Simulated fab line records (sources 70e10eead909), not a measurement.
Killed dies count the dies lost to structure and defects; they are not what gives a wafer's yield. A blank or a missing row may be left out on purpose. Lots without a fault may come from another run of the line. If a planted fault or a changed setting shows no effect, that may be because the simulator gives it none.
A struck lot beside a sound one -- flow nand_harc -- 14 steps out of a route of 1302
Sound: wafers L596.1, L596.3, L596.5. Struck: wafers L608.2, L608.5, L608.6. At the end, the cause is stated.
Each step with rows lists, per side, the tool, then ch with its chambers, then its first start. Under that, the readings that differ: sound wafers -- struck wafers -- difference of the means -- sigmas: that difference in standard deviations of wafers without a fault.
alike: words and numbers the same on both sides, and readings whose means are apart by under 2 such deviations; not compared: readings that were withheld, readings missing a value for some wafer, numbers with overlapping values and no deviation given by the record, and bounds like >300 which may hide the same value.
Wherever a step has rows on one side only, a row that says differs or no value, or a row with sigmas, the two part there. Numbers that have no deviation but don't overlap get no sigmas and don't part them. A reading that every wafer of one side lacks parts them only if that side has two wafers or more.

first, 7 steps without rows for these wafers: NHARC_A_STAIRCASE_COAT_304; NHARC_A_STAIRCASE_SOFTBAKE_305 (time 170 s); NHARC_A_STAIRCASE_EBR_306; NHARC_A_STAIRCASE_EXPOSE_307 (exposes mask CHOP 50); NHARC_A_STAIRCASE_PEB_308 (peb time 130 s); NHARC_A_STAIRCASE_DEVELOP_309 (time 140 s); NHARC_A_STAIRCASE_HARDBAKE_311 (time 140 s).
NHARC_A_STAIRCASE_DESCUM_312: chemistry O2, time 3 s.
  sound on rie_diel-11 ch 0,2, day 17 23:26; struck on rie_diel-03 ch 0,1, day 22 21:59
  alike: drypump_motor_current_A, oes_product_au, rf_vpp_V, showerhead_plenum_p_Torr, throttle_valve_pct
  not compared: rf_hours_counter_h
NHARC_A_STAIRCASE_ETCH_313: etches the open film in CF4/CHF3.
  sound on rie_diel-11 ch 0,2, day 17 23:32; struck on rie_diel-03 ch 0,1,3, day 22 22:13
  alike: cf4_flow_sccm, drypump_motor_current_A, oes_product_au, rf_vpp_V, showerhead_plenum_p_Torr, throttle_valve_pct
  not compared: rf_hours_counter_h
NHARC_A_STAIRCASE_HM_OPEN_463: chemistry O2/COS.
  sound: rie_diel-11 ch 0,2; struck: rie_diel-03 ch 1,2,3
  alike: drypump_motor_current_A, oes_product_au, rf_vpp_V, showerhead_plenum_p_Torr, throttle_valve_pct
  not compared: rf_hours_counter_h
then, 1 step without rows for these wafers: NHARC_A_STAIRCASE_STRIP_464 (strips in O2/COS).
NHARC_A_STAIRCASE_ETCH_453: etches the open film in CF4/O2, target depth 30 nm, overetch 3 nm, time 16.5 s.
  sound on rie_diel-11 ch 0,2,3, day 18 00:04; struck on rie_diel-03 ch 1,2,3, day 22 22:39
reading,sound,struck,difference,sigmas
cf4_flow_sccm (sccm),79.86 80.10 80.07,39.78 40.01 39.87,-40.12,-99 or more
oes_f_703_au (a.u.),0.996 0.994 1.005,1.148 1.151 1.138,+0.147,+29
oes_o_777_au (a.u.),1.003 0.999 1.000,2.036 2.042 2.038,+1.038,+99 or more
showerhead_plenum_p_Torr (Torr),1.42 1.43 1.29,0.85 0.93 0.93,-0.48,-7
throttle_valve_pct (%),13.384 13.396 13.389,10.378 10.350 10.369,-3.024,-99 or more
  alike: drypump_motor_current_A, oes_product_au, rf_vpp_V
  not compared: rf_hours_counter_h
NHARC_A_STAIRCASE_ETCH_315: etches the open film in C4F8/O2/Ar, target depth 2500 nm, time 607.1 s.
  sound: rie_diel-11 ch 0,3; struck: rie_diel-03 ch 0,1,2
reading,sound,struck,difference,sigmas
rf_vpp_V (V),1845 1845 1843,1828 1814 1807,-28,-2
  alike: oes_product_au
  not compared: rf_hours_counter_h
-- jump in the record: it breaks off in module A_STAIRCASE and resumes in module END (first step shown: number 1302 of the route), and 7 days separate the struck wafers' starts before and after --
NHARC_END_SORT_01:
  sound on prober-01 ch 0, day 25 07:32; struck on prober-02 ch 0, day 30 00:55
  alike: killed_at_array, killed_at_other, killed_at_periphery, killed_dies, killed_open, killed_short

== WHERE THEY PART ==
At NHARC_A_STAIRCASE_ETCH_453 first; at NHARC_A_STAIRCASE_ETCH_315 last (within this record only). Later steps at which nothing parts them and some readings are alike: NHARC_END_SORT_01.

WHY: whatever the simulator had introduced
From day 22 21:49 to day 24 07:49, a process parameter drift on rie_diel-03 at NHARC_A_STAIRCASE_ETCH_453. Setting cf4_flow_sccm shifted by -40 from 80. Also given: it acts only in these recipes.
